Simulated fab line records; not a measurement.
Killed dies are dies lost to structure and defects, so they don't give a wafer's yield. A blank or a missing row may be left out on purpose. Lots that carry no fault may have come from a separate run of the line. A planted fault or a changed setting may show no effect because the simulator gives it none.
fab line records + flow n5Finfet
record
- lots=7
- wafers=21
- lastDay=19
route steps=1938 shown BEOL_M10@1497
lots that met no fault: taken from a fault-free run of the same line
startH: hours from the record's first day to the start of the lot's first wafer shown + waitH: time in hours since the lot's previous step + " as in the row above + L1.1+2: a row that stands for several wafers + - either no value or no given start + * or withheld: withheld + < > ~ a bound
route shown NAME@n: NAME is a module with steps in the file, n the number in the route of the first one + usual: mean/standard deviation of fault-free wafers + same: alike in all rows + chamber/n: place in a boat + sites: the reading at each site + _std_site: the values' standard deviation + _edge_site: inner sites' mean taken away from outer sites' mean + radiusMm: for every site, how far away it sits from the centre of the wafer + mask NAME#n: copy n + behind: the most recent tool/chamber to have shaped the wafer + hold: why the lot was held/for how many hours/how that ended + device: whichever transistor did not switch (one of n, p or np) + end of line: tests of these same wafers at the route's end + a step given without rows: its recipe and nothing more + killed: the dies lost at the first sort to structure and to defects; this is not the yield of the wafer + map: shows each die of a wafer: x if killed, . if not, _ if none is there
set.NAME: the run value of the setting; set.NAME@STEP: its run value at that earlier step + model.NAME: the simulator's own value behind a step, which no gauge read
lots at some steps of the route; a table a step, a row a wafer
services: the hour from which a tool's chamber was out of use, counted from the record's first day as startH (under 0 if before that day), plus the number of hours and why
## steps
# step N5_BEOL_M10_EBR_24
# recipe
- solvent=PGMEA
- ebrWidthMm=1.5
# step N5_BEOL_M10_SOFTBAKE_23
# recipe
- tempC=110
- timeS=60
- resist=CAR-ArF
# step N5_BEOL_M10_EXPOSE_25
# recipe
- maskId=V9
- na=1.35
- sourceShape=annular
- sigmaInner=0.5
- sigmaOuter=0.8
- polarization=unpolarized
- doseMj=85.5
# step N5_BEOL_M10_PEB_26
# recipe
- pebTempC=withheld
- pebTimeS=60
- resist=CAR-ArF
# step N5_BEOL_M10_DEVELOP_27
# recipe
- developTimeS=30
- developer=TMAH
- resist=CAR-ArF
- rinseLiquid=diw
- dry=airSpin
- devTempC=23
# step N5_BEOL_M10_CD_MEAS_28
# recipe
- targetCdNm=70
- landingEnergyEv=500
- detector=seInlens
- polarity=opening
# usual
- cdNm=70.3/0.77
| lot.wafer | tool     | chamber | startH | waitH | cdNm |
|-----------|----------|---------|--------|-------|------|
| L658.3    | cdSem-01 | 0       | 286.34 | -     | 69.5 |
| L658.4    | "        | 0       | "      | "     | 69.8 |
| L658.5    | "        | 0       | "      | "     | 69.3 |
| L659.2    | cdSem-01 | 0       | 299.54 | -     | 69.2 |
| L659.4    | "        | 0       | "      | "     | 70.0 |
| L659.5    | "        | 0       | "      | "     | 69.7 |
| L666.3    | cdSem-02 | 0       | 328.26 | -     | 70.6 |
| L666.4    | "        | 0       | "      | "     | 69.9 |
| L666.6    | "        | 0       | "      | "     | 70.9 |
| L667.3    | cdSem-01 | 0       | 331.39 | -     | 70.6 |
| L667.4    | "        | 0       | "      | "     | 70.6 |
| L667.6    | "        | 0       | "      | "     | 69.5 |
| L669.1    | cdSem-02 | 0       | 357.46 | -     | 71.2 |
| L669.2    | "        | 0       | "      | "     | 71.3 |
| L669.6    | "        | 0       | "      | "     | 70.7 |
| L670.2    | cdSem-03 | 0       | 362.06 | -     | 70.7 |
| L670.4    | "        | 0       | "      | "     | 69.4 |
| L670.6    | "        | 0       | "      | "     | 70.6 |
| L675.1    | cdSem-01 | 0       | 395.22 | -     | 69.7 |
| L675.3    | "        | 0       | "      | "     | 68.8 |
| L675.5    | "        | 0       | "      | "     | 69.3 |
# step N5_BEOL_M10_OVL_MEAS_29
# recipe
- pointsPerWafer=44
# usual
- V9_OVL=0.2/0.79
| lot.wafer | tool       | chamber | startH | waitH | V9_OVL[nm] |
|-----------|------------|---------|--------|-------|------------|
| L658.3    | overlay-01 | 0       | 286.37 | 0.0   | -0.8       |
| L658.4    | "          | 0       | "      | "     | -0.4       |
| L658.5    | "          | 0       | "      | "     | -0.1       |
| L659.2    | overlay-02 | 0       | 299.57 | 0.0   | 0.0        |
| L659.4    | "          | 0       | "      | "     | 0.3        |
| L659.5    | "          | 0       | "      | "     | -0.3       |
| L666.3    | overlay-01 | 0       | 328.33 | 0.1   | -0.4       |
| L666.4    | "          | 0       | "      | "     | 1.6        |
| L666.6    | "          | 0       | "      | "     | 1.0        |
| L667.3    | overlay-01 | 0       | 331.42 | 0.0   | 0.4        |
| L667.4    | "          | 0       | "      | "     | 0.9        |
| L667.6    | "          | 0       | "      | "     | 0.9        |
| L669.1    | overlay-01 | 0       | 357.49 | 0.0   | 1.0        |
| L669.2    | "          | 0       | "      | "     | -0.5       |
| L669.6    | "          | 0       | "      | "     | 0.4        |
| L670.2    | overlay-02 | 0       | 362.09 | 0.0   | 0.1        |
| L670.4    | "          | 0       | "      | "     | 1.8        |
| L670.6    | "          | 0       | "      | "     | 0.5        |
| L675.1    | overlay-01 | 0       | 395.25 | 0.0   | 0.7        |
| L675.3    | "          | 0       | "      | "     | 1.2        |
| L675.5    | "          | 0       | "      | "     | 0.1        |
# step N5_BEOL_M10_INSPECT_30
# recipe
- mode=adi
- inspectInstrument=brightfield
# usual
- rawDefectCount=423/100
| lot.wafer | tool             | chamber | startH | waitH | rawDefectCount |
|-----------|------------------|---------|--------|-------|----------------|
| L658.3    | defectInspect-01 | -       | 286.39 | 0.0   | 385            |
| L658.4    | "                | -       | "      | "     | 431            |
| L658.5    | "                | -       | "      | "     | 447            |
| L659.2    | defectInspect-02 | -       | 299.60 | 0.0   | 411            |
| L659.4    | "                | -       | "      | "     | 470            |
| L659.5    | "                | -       | "      | "     | 332            |
| L666.3    | defectInspect-02 | -       | 328.35 | 0.0   | 485            |
| L666.4    | "                | -       | "      | "     | 395            |
| L666.6    | "                | -       | "      | "     | 513            |
| L667.3    | defectInspect-01 | -       | 331.44 | 0.0   | 453            |
| L667.4    | "                | -       | "      | "     | 306            |
| L667.6    | "                | -       | "      | "     | 466            |
| L669.1    | defectInspect-01 | -       | 357.52 | 0.0   | 477            |
| L669.2    | "                | -       | "      | "     | 364            |
| L669.6    | "                | -       | "      | "     | 242            |
| L670.2    | defectInspect-01 | -       | 362.11 | 0.0   | 499            |
| L670.4    | "                | -       | "      | "     | 442            |
| L670.6    | "                | -       | "      | "     | 329            |
| L675.1    | defectInspect-01 | -       | 395.27 | 0.0   | 349            |
| L675.3    | "                | -       | "      | "     | 378            |
| L675.5    | "                | -       | "      | "     | 315            |
# step N5_BEOL_M10_DESCUM_33
# recipe
- chemistry=O2
- timeS=7.9
- sourcePowerW=50
- biasPowerW=20
- pressureMtorr=20
- rfFrequencyHz=2.712e+07
- tempC=40
- resist=CAR-ArF
- o2FlowSccm=225
# usual
- drypumpMotorCurrentA=5.9/0.37
- oesProductAu=0.81/0.087
- rfVppV=243.6/1.7
- showerheadPlenumPTorr=2.12/0.1
- throttleValvePct=20.33/0.16
| lot.wafer | tool       | chamber | startH | waitH | drypumpMotorCurrentA | oesProductAu | rfHoursCounterH | rfVppV | showerheadPlenumPTorr | throttleValvePct |
|-----------|------------|---------|--------|-------|----------------------|--------------|-----------------|--------|-----------------------|------------------|
| L658.3    | rieDiel-05 | 2       | 286.42 | 0.0   | 5.8                  | 0.86         | 48              | 243.3  | 2.22                  | 20.34            |
| L658.4    | "          | 0       | "      | "     | 5.5                  | 0.73         | 195             | 243.5  | 2.16                  | 20.27            |
| L658.5    | "          | 3       | "      | "     | 6.3                  | 0.91         | -               | 244.2  | 2.15                  | 20.32            |
| L659.2    | rieDiel-04 | 2       | 299.63 | 0.0   | 6.1                  | 0.80         | 102             | 240.5  | 2.01                  | 20.58            |
| L659.4    | "          | 3       | "      | "     | 6.0                  | 0.69         | 243             | 243.0  | 2.06                  | 20.42            |
| L659.5    | "          | 1       | "      | "     | 6.1                  | 1.00         | -               | 245.5  | 2.23                  | 19.95            |
| L666.3    | rieDiel-05 | 0       | 328.39 | 0.0   | 5.5                  | 0.72         | 210             | 243.7  | 2.16                  | 20.30            |
| L666.4    | "          | 2       | "      | "     | 5.8                  | 0.83         | 63              | 244.7  | 2.22                  | 20.38            |
| L666.6    | "          | 0       | "      | "     | 5.5                  | 0.72         | -               | 243.9  | 2.16                  | 20.29            |
| L667.3    | rieDiel-05 | 2       | 331.94 | 0.5   | 5.8                  | 0.83         | 64              | 245.2  | 2.22                  | 20.36            |
| L667.4    | "          | 1       | "      | "     | 5.4                  | 0.71         | 188             | 240.7  | 1.90                  | 20.58            |
| L667.6    | "          | 0       | "      | "     | 5.5                  | 0.71         | -               | 244.3  | 2.16                  | 20.31            |
| L669.1    | rieDiel-05 | 3       | 357.55 | 0.0   | 6.3                  | 0.88         | 34              | 243.7  | 2.14                  | 20.33            |
| L669.2    | "          | 0       | "      | "     | 5.5                  | 0.71         | 222             | 244.3  | 2.15                  | 20.31            |
| L669.6    | "          | 0       | "      | "     | 5.5                  | 0.71         | -               | 242.3  | 2.15                  | 20.33            |
| L670.2    | rieDiel-02 | 2       | 362.44 | 0.3   | 6.4                  | 0.87         | 51              | 241.4  | 2.03                  | 20.26            |
| L670.4    | "          | 2       | "      | "     | 6.4                  | 0.88         | -               | 241.9  | 2.03                  | 20.27            |
| L670.6    | "          | 3       | "      | "     | 5.9                  | 0.68         | -               | 244.1  | 2.14                  | 20.32            |
| L675.1    | rieDiel-04 | 1       | 395.92 | 0.7   | 6.1                  | 0.92         | 39              | 244.3  | 2.21                  | 20.03            |
| L675.3    | "          | 2       | "      | "     | 6.1                  | 0.77         | 136             | 241.6  | 2.00                  | 20.62            |
| L675.5    | "          | 3       | "      | "     | 6.0                  | 0.91         | -               | 242.2  | 2.05                  | 20.11            |
# step N5_BEOL_M10_ETCH_65
# recipe
- chemistry=CF4
- target=SiARC
- targetDepthA=390
- maskMaterial=CAR-ArF
- timeS=65
- ionEnergyEv=80
- pressureMtorr=40
- sourceW=545
- biasW=36
- Ar_flow_sccm=100
- cf4FlowSccm=100
- ends=cleared
# usual
- drypumpMotorCurrentA=5.9/0.37
- etchRfOnTimeS=64.7/0.78
- oesProductAu=0.70/0.075
- rfVppV=184.3/1.3
- showerheadPlenumPTorr=2.17/0.095
- throttleValvePct=15.52/0.2
| lot.wafer | tool       | chamber | startH | waitH | drypumpMotorCurrentA | etchRfOnTimeS | oesProductAu | rfHoursCounterH | rfVppV | showerheadPlenumPTorr | throttleValvePct |
|-----------|------------|---------|--------|-------|----------------------|---------------|--------------|-----------------|--------|-----------------------|------------------|
| L658.3    | rieDiel-05 | 2       | 286.46 | 0.0   | 5.8                  | 64.3          | 0.73         | 48              | 185.3  | 2.27                  | 15.50            |
| L658.4    | "          | 0       | "      | "     | 5.5                  | 65.0          | 0.63         | 195             | 185.3  | 2.20                  | 15.52            |
| L658.5    | "          | 3       | "      | "     | 6.3                  | 64.7          | 0.79         | -               | 185.1  | 2.19                  | 15.39            |
| L659.2    | rieDiel-04 | 2       | 299.67 | 0.0   | 6.1                  | 65.5          | 0.68         | 102             | 184.4  | 2.08                  | 15.84            |
| L659.4    | "          | 3       | "      | "     | 6.0                  | 64.9          | 0.60         | 243             | 184.0  | 2.10                  | 15.62            |
| L659.5    | "          | 1       | "      | "     | 6.1                  | 63.9          | 0.85         | -               | 186.0  | 2.27                  | 15.12            |
| L666.3    | rieDiel-05 | 0       | 328.42 | 0.0   | 5.5                  | 65.5          | 0.61         | 210             | 185.8  | 2.20                  | 15.54            |
| L666.4    | "          | 2       | "      | "     | 5.8                  | 64.6          | 0.71         | 63              | 185.8  | 2.26                  | 15.54            |
| L666.6    | "          | 0       | "      | "     | 5.5                  | 65.0          | 0.62         | -               | 185.0  | 2.20                  | 15.54            |
| L667.3    | rieDiel-05 | 2       | 331.97 | 0.0   | 5.8                  | 65.3          | 0.70         | 64              | 185.2  | 2.26                  | 15.54            |
| L667.4    | "          | 1       | "      | "     | 5.4                  | 66.2          | 0.60         | 188             | 181.3  | 1.97                  | 15.88            |
| L667.6    | "          | 0       | "      | "     | 5.5                  | 65.4          | 0.61         | -               | 183.0  | 2.20                  | 15.56            |
| L669.1    | rieDiel-05 | 3       | 357.59 | 0.0   | 6.3                  | 63.2          | 0.77         | 34              | 183.9  | 2.18                  | 15.43            |
| L669.2    | "          | 0       | "      | "     | 5.5                  | 64.6          | 0.61         | 222             | 183.6  | 2.20                  | 15.56            |
| L669.6    | "          | 0       | "      | "     | 5.5                  | 65.2          | 0.61         | -               | 184.7  | 2.20                  | 15.56            |
| L670.2    | rieDiel-02 | 2       | 362.47 | 0.0   | 6.4                  | 64.8          | 0.75         | 51              | 183.2  | 2.09                  | 15.42            |
| L670.4    | "          | 2       | "      | "     | 6.4                  | 65.3          | 0.74         | -               | 183.2  | 2.09                  | 15.41            |
| L670.6    | "          | 3       | "      | "     | 5.9                  | 66.4          | 0.59         | -               | 183.8  | 2.19                  | 15.58            |
| L675.1    | rieDiel-04 | 1       | 395.96 | 0.0   | 6.1                  | 64.6          | 0.77         | 39              | 185.6  | 2.26                  | 15.21            |
| L675.3    | "          | 2       | "      | "     | 6.1                  | 65.7          | 0.66         | 136             | 184.3  | 2.07                  | 15.90            |
| L675.5    | "          | 3       | "      | "     | 6.0                  | 64.6          | 0.77         | -               | 183.0  | 2.09                  | 15.18            |
# step N5_BEOL_M10_ETCH_66
# recipe
- chemistry=N2/H2
- target=SOC
- targetDepthA=1200
- overetchA=240
- maskMaterial=SiARC
- tempC=40
- timeS=180
- ionEnergyEv=200
- pressureMtorr=30
- sourceW=840
- biasW=150
- n2FlowSccm=200
- h2FlowSccm=200
# usual
- drypumpMotorCurrentA=5.9/0.37
- h2FlowSccm=200.0/0.6
- oesProductAu=0.66/0.067
- rfVppV=525/3.4
- runLengthS=203.4/0.42
- showerheadPlenumPTorr=2.58/0.12
- throttleValvePct=17.75/0.19
| lot.wafer | tool       | chamber | startH | waitH | drypumpMotorCurrentA | h2FlowSccm | oesProductAu | rfHoursCounterH | rfVppV | runLengthS | showerheadPlenumPTorr | throttleValvePct |
|-----------|------------|---------|--------|-------|----------------------|------------|--------------|-----------------|--------|------------|-----------------------|------------------|
| L658.3    | rieDiel-05 | 2       | 286.51 | 0.0   | 5.8                  | 199.1      | 0.69         | 48              | 529    | 202.7      | 2.70                  | 17.69            |
| L658.4    | "          | 0       | "      | "     | 5.6                  | 200.0      | 0.59         | 195             | 524    | 203.5      | 2.63                  | 17.69            |
| L658.5    | "          | 3       | "      | "     | 6.3                  | 198.5      | 0.74         | -               | 524    | 204.1      | 2.61                  | 17.72            |
| L659.2    | rieDiel-04 | 2       | 299.72 | 0.0   | 6.1                  | 200.2      | 0.65         | 102             | 522    | 203.9      | 2.46                  | 18.05            |
| L659.4    | "          | 3       | "      | "     | 6.0                  | 199.9      | 0.58         | 243             | 524    | 203.2      | 2.50                  | 17.85            |
| L659.5    | "          | 1       | "      | "     | 6.1                  | 199.6      | 0.79         | -               | 529    | 203.4      | 2.71                  | 17.34            |
| L666.3    | rieDiel-05 | 0       | 328.47 | 0.0   | 5.5                  | 199.9      | 0.59         | 210             | 527    | 203.9      | 2.62                  | 17.74            |
| L666.4    | "          | 2       | "      | "     | 5.8                  | 200.3      | 0.67         | 63              | 528    | 202.8      | 2.69                  | 17.72            |
| L666.6    | "          | 0       | "      | "     | 5.6                  | 199.8      | 0.59         | -               | 527    | 203.8      | 2.62                  | 17.71            |
| L667.3    | rieDiel-05 | 2       | 332.02 | 0.0   | 5.8                  | 200.4      | 0.67         | 64              | 528    | 203.3      | 2.69                  | 17.71            |
| L667.4    | "          | 1       | "      | "     | 5.4                  | 201.0      | 0.58         | 188             | 518    | 203.0      | 2.32                  | 18.09            |
| L667.6    | "          | 0       | "      | "     | 5.6                  | 199.3      | 0.59         | -               | 526    | 204.0      | 2.62                  | 17.71            |
| L669.1    | rieDiel-05 | 3       | 357.64 | 0.0   | 6.3                  | 199.3      | 0.71         | 34              | 526    | 204.0      | 2.60                  | 17.76            |
| L669.2    | "          | 0       | "      | "     | 5.5                  | 200.9      | 0.58         | 222             | 526    | 203.9      | 2.62                  | 17.75            |
| L669.6    | "          | 0       | "      | "     | 5.5                  | 199.7      | 0.58         | -               | 527    | 203.8      | 2.62                  | 17.74            |
| L670.2    | rieDiel-02 | 2       | 362.52 | 0.0   | 6.4                  | 200.1      | 0.69         | 51              | 521    | 203.8      | 2.48                  | 17.76            |
| L670.4    | "          | 2       | "      | "     | 6.4                  | 200.1      | 0.70         | -               | 521    | 204.0      | 2.48                  | 17.77            |
| L670.6    | "          | 3       | "      | "     | 5.9                  | 200.3      | 0.56         | -               | 526    | 203.7      | 2.61                  | 17.85            |
| L675.1    | rieDiel-04 | 1       | 396.01 | 0.0   | 6.1                  | 199.2      | 0.73         | 39              | 526    | 203.3      | 2.69                  | 17.41            |
| L675.3    | "          | 2       | "      | "     | 6.1                  | 199.2      | 0.62         | 136             | 521    | 203.5      | 2.44                  | 18.08            |
| L675.5    | "          | 3       | "      | "     | 6.0                  | 200.3      | 0.73         | -               | 523    | 203.8      | 2.49                  | 17.47            |
# step N5_BEOL_M10_STRIP_69
# recipe
- chemistry=N2/H2
- tempC=40
- n2FlowSccm=200
- h2FlowSccm=200
- rfFrequencyHz=6e+07
# step N5_BEOL_M10_VIA_ETCH_34
# recipe
- chemistry=C4F6/O2
- target=SiCOH_lowk
- targetDepthA=1845
- maskMaterial=SOC
- taperDeg=4
- timeS=69.2
- ionEnergyEv=250
- pressureMtorr=30
- sourceW=345
- biasW=185
- Ar_flow_sccm=300
- C4F6_flow_sccm=10
- O2_flow_sccm=10
# usual
- O2_flow_sccm=10.004/0.027
- drypumpMotorCurrentA=5.9/0.37
- oesProductAu=0.81/0.088
- rfVppV=668/4.1
- runLengthS=92.6/0.42
- showerheadPlenumPTorr=2.88/0.13
- throttleValvePct=20.81/0.2
| lot.wafer | tool       | chamber | startH | waitH | O2_flow_sccm | drypumpMotorCurrentA | oesProductAu | rfHoursCounterH | rfVppV | runLengthS | showerheadPlenumPTorr | throttleValvePct | model.etch.depthNm | model.SOC_of_BEOL_M10_COAT_63.thkNm |
|-----------|------------|---------|--------|-------|--------------|----------------------|--------------|-----------------|--------|------------|-----------------------|------------------|--------------------|-------------------------------------|
| L658.3    | rieDiel-05 | 2       | 286.63 | 0.0   | 9.986        | 5.8                  | 0.86         | 48              | 674    | 91.8       | 3.02                  | 20.85            | 186.6              | 92.2                                |
| L658.4    | "          | 0       | "      | "     | 10.034       | 5.5                  | 0.73         | 195             | 673    | 93.0       | 2.93                  | 20.72            | 184.3              | 92.2                                |
| L658.5    | "          | 3       | "      | "     | 10.017       | 6.3                  | 0.91         | -               | 664    | 93.0       | 2.91                  | 20.74            | 184.9              | 92.2                                |
| L659.2    | rieDiel-04 | 2       | 299.84 | 0.0   | 10.007       | 6.1                  | 0.81         | 102             | 664    | 92.5       | 2.76                  | 21.15            | 183.1              | 92.6                                |
| L659.4    | "          | 3       | "      | "     | 9.970        | 6.0                  | 0.70         | 243             | 669    | 92.4       | 2.79                  | 20.79            | 183.2              | 92.8                                |
| L659.5    | "          | 1       | "      | "     | 10.016       | 6.1                  | 0.99         | -               | 669    | 92.4       | 3.02                  | 20.46            | 187.3              | 92.2                                |
| L666.3    | rieDiel-05 | 0       | 328.59 | 0.0   | 9.949        | 5.6                  | 0.72         | 210             | 672    | 93.0       | 2.92                  | 20.75            | 181                | 92.2                                |
| L666.4    | "          | 2       | "      | "     | 10.019       | 5.8                  | 0.83         | 63              | 673    | 98.2       | 3.01                  | 20.87            | 200.7              | 91.2                                |
| L666.6    | "          | 0       | "      | "     | 10.007       | 5.5                  | 0.72         | -               | 672    | 93.4       | 2.92                  | 20.76            | 184                | 92                                  |
| L667.3    | rieDiel-05 | 2       | 332.15 | 0.0   | 9.946        | 5.8                  | 0.83         | 64              | 675    | 91.8       | 3.01                  | 20.89            | 184.9              | 91.8                                |
| L667.4    | "          | 1       | "      | "     | 9.988        | 5.4                  | 0.72         | 188             | 665    | 98.2       | 2.62                  | 21.13            | 200.7              | 91.6                                |
| L667.6    | "          | 0       | "      | "     | 10.022       | 5.5                  | 0.72         | -               | 673    | 92.9       | 2.92                  | 20.75            | 183.6              | 91.8                                |
| L669.1    | rieDiel-05 | 3       | 357.76 | 0.0   | 10.024       | 6.3                  | 0.89         | 34              | 663    | 92.6       | 2.90                  | 20.78            | 186.3              | 92.4                                |
| L669.2    | "          | 0       | "      | "     | 10.006       | 5.5                  | 0.71         | 223             | 672    | 99.7       | 2.92                  | 20.76            | 198.9              | 91.8                                |
| L669.6    | "          | 0       | "      | "     | 10.012       | 5.5                  | 0.71         | -               | 673    | 93.1       | 2.92                  | 20.74            | 183.8              | 92.4                                |
| L670.2    | rieDiel-02 | 2       | 362.65 | 0.0   | 10.007       | 6.4                  | 0.87         | 51              | 672    | 92.7       | 2.77                  | 20.74            | 184                | 91.8                                |
| L670.4    | "          | 2       | "      | "     | 9.991        | 6.4                  | 0.87         | -               | 672    | 92.5       | 2.77                  | 20.72            | 185.4              | 91.6                                |
| L670.6    | "          | 3       | "      | "     | 9.983        | 5.9                  | 0.68         | -               | 665    | 93.1       | 2.90                  | 20.71            | 178.2              | 92                                  |
| L675.1    | rieDiel-04 | 1       | 396.13 | 0.0   | 9.949        | 6.1                  | 0.90         | 39              | 666    | 92.9       | 3.01                  | 20.51            | 185.6              | 91.2                                |
| L675.3    | "          | 2       | "      | "     | 10.013       | 6.1                  | 0.77         | 136             | 665    | 92.5       | 2.74                  | 21.18            | 180.7              | 91.4                                |
| L675.5    | "          | 3       | "      | "     | 9.980        | 6.0                  | 0.91         | -               | 670    | 92.7       | 2.78                  | 20.49            | 185                | 91.2                                |
# step N5_BEOL_M10_STRIP_73
# recipe
- chemistry=C4F6/O2
- resist=SiARC
- rfFrequencyHz=6e+07
## services
| tool       | chamber | startH | hours | kind                         |
|------------|---------|--------|-------|------------------------------|
| rieDiel-05 | 0       | 267.67 | 7.6   | repair                       |
| rieDiel-04 | 1       | 277.22 | -     | clean                        |
| rieDiel-04 | 1       | 277.22 | -     | consumableReplace:focusRing  |
| rieDiel-04 | 1       | 277.22 | -     | consumableReplace:showerhead |
| rieDiel-04 | 1       | 277.22 | 13.6  | scheduledDown                |
| rieDiel-04 | 1       | 277.22 | 13.6  | ventCycle                    |
| rieDiel-02 | 3       | 321.37 | 8.5   | repair                       |
| rieDiel-04 | 3       | 323.22 | -     | clean                        |
| rieDiel-04 | 3       | 323.22 | -     | consumableReplace:focusRing  |
| rieDiel-04 | 3       | 323.22 | 13.6  | scheduledDown                |
| rieDiel-04 | 3       | 323.22 | 13.6  | ventCycle                    |
| rieDiel-05 | 3       | 337.33 | 15.2  | repair                       |
| rieDiel-02 | 1       | 356.92 | 13.5  | repair                       |
## key
firstSign
- step=N5_BEOL_M10_VIA_ETCH_34
- reading=runLengthS
- direction=up
- sigmas=15
- usual=*
- struck=*
effect none on later readings
modelEffect
- step=N5_BEOL_M10_VIA_ETCH_34
- value=etch.depthNm
- without=183.4
- struck=200.1
metAt N5_BEOL_M10_VIA_ETCH_34
struckWafers L666.4,L667.4,L669.2
onsetBetween 286.63 328.59
fault
- kind=processParameterDrift
- tool=rieDiel-05
- chamber=-
- onsetH=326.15
- steps=N5_BEOL_M10_VIA_ETCH_34
- channel=timeS
- offset=*
- shape=step
- endH=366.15
- scope=struckWafersOnly
- actsIn=*
- stated=*
